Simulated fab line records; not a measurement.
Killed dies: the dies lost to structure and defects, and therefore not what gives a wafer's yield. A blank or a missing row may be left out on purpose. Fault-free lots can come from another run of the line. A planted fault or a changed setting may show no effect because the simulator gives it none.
Matching of chambers    flow n5-finfet    N5_BEOL_M3_STRIP_66 on rie-diel-05 has 4 sister chambers
The step strips in CF4. 4 wafers are shown with their chamber, then 10 later ones without.

## EACH WAFER AND ITS CHAMBER
wafer   chamber  drypump-motor-current-A (A)
L078.3  1        5.3
L081.6  3        5.9
L084.1  0        6.6
L084.2  2        6.6

## WAFERS WITH NO CHAMBER GIVEN
wafer   drypump-motor-current-A (A)
L084.5  6.6
L088.2  6.6
L088.4  5.3
L088.6  5.3
L091.3  6.6
L091.4  5.3
L091.6  5.3
L095.1  6.6
L095.2  5.3
L095.3  5.8

## THE CHAMBER EACH PASSED THROUGH
wafer   from the rows above      in truth
L084.5  can't be placed: 0 or 2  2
L088.2  can't be placed: 0 or 2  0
L088.4  1                        1
L088.6  1                        1
L091.3  can't be placed: 0 or 2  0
L091.4  1                        1
L091.6  1                        1
L095.1  can't be placed: 0 or 2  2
L095.2  1                        1
L095.3  3                        3
Placed correctly: 6 of 10. Cannot be placed on the basis of these rows: 4; the candidates contain the true chamber in 4. 0 placed wrongly.
How it was worked out, from the rows above alone: a wafer's distance from a chamber is the root of the sum, over the readings, of the square of ((its reading less the chamber's mean) divided by the reading's scatter). The wafer belongs to the nearest chamber; if the next one is less than 2 further off, it can't be placed. A chamber's mean is the mean of its shown wafers. The scatter (one wafer shown for each chamber): square how far every hidden wafer sits from the nearest shown wafer, average those squares and take the square root.
